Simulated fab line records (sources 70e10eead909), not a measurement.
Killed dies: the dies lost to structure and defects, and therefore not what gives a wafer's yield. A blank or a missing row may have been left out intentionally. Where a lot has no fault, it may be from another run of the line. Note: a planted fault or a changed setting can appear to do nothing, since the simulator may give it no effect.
The tool behind it: which one? ; flow nand harc ; 13 lots with 38 wafers sampled at 2 steps, on a route of 1302 steps

== WHAT THE GAUGES READ, wafer by wafer ==
NHARC_A_BONDPAD_THK_MEAS_30: measures by ellipsometry.
lot;measured;on;thk nm (nm)
L112;day 23 04:29;film metro-01;201.1 195.9 196.8
L113;day 23 09:38;film metro-02;201.6 201.8 202.3
L114;day 23 12:34;film metro-01;199.2 200.1 200.0
L116;day 24 19:17;film metro-02;199.6 200.4 199.8
L119;day 25 20:50;film metro-01;200.3 201.9 202.6
L120;day 25 22:14;film metro-02;200.9 197.6 202.3
L121;day 26 14:02;film metro-01;199.5 199.5 200.9
L122;day 27 08:59;film metro-02;199.1 200.0 201.0
L123;day 27 09:49;film metro-01;200.4 200.5 202.0
L127;day 28 21:46;film metro-01;201.4 200.0
L133;day 32 01:28;film metro-02;201.1 202.1 198.8
L135;day 32 20:02;film metro-01;198.6 199.0 199.8
L134;day 33 16:25;film metro-02;199.3 201.0 197.7

== TOOL THAT RAN EACH LOT (tool first, then ch and the chambers of the sampled wafers, then the start) ==
lot;NHARC_A_M1_PRE_CLEAN_32
L112;pecvd-03 ch 0,1,2, day 23 03:14
L113;pecvd-04 ch 1,2, day 23 08:20
L114;pecvd-02 ch 0,1, day 23 11:17
L116;pecvd-04 ch 0,1,2, day 24 18:00
L119;pecvd-04 ch 1,2, day 25 19:32
L120;pecvd-04 ch 0,1,2, day 25 20:56
L121;pecvd-02 ch 0,1, day 26 12:46
L122;pecvd-03 ch 0,2, day 27 07:43
L123;pecvd-03 ch 0,1,2, day 27 08:31
L127;pecvd-04 ch 2, day 28 20:31
L133;pecvd-04 ch 0,2, day 32 00:12
L135;pecvd-02 ch 0,1,2, day 32 18:45
L134;pecvd-03 ch 0,1, day 33 14:58
- NHARC_A_M1_PRE_CLEAN_32: time 12 s.

== WHAT THE TOOLS THEMSELVES READ (means of the sampled wafers that have a number; where no wafer has one, the mark that the record gives instead) ==
NHARC_A_M1_PRE_CLEAN_32.
lot;tool;heater power w (W)
L112;pecvd-03;675
L113;pecvd-04;689
L114;pecvd-02;555
L116;pecvd-04;650
L119;pecvd-04;804
L120;pecvd-04;673
L121;pecvd-02;575
L122;pecvd-03;658
L123;pecvd-03;656
L127;pecvd-04;892
L133;pecvd-04;709
L135;pecvd-02;566
L134;pecvd-03;668

== THE ANSWER, worked out from the rows above alone ==
Rule: the usual values come from the lots themselves. Put in order of their means at a reading, lots are off if they are a third of the lots or fewer, leave a main group of 4 or more, and stand apart from it by a gap of 3 or more times the standard deviation of the main group's means; of several such gaps the widest counts. If all means in a main group match to the digits the tables above print for the reading, that group is not used. Also off: a lot with no number at a reading for which 4 or more lots have one. The other lots that the step has rows for count as sound. The gauges are gone through in route order, then the tools' own readings, and for those a lot's mean is taken as printed above. The first step at which some lot is off is used, and at that step the reading that is off furthest; a lot without a number counts as furthest.
No lot is off on any of the readings shown, so nothing can be concluded from this.

== WHAT THE SIMULATOR HAD PUT IN ==
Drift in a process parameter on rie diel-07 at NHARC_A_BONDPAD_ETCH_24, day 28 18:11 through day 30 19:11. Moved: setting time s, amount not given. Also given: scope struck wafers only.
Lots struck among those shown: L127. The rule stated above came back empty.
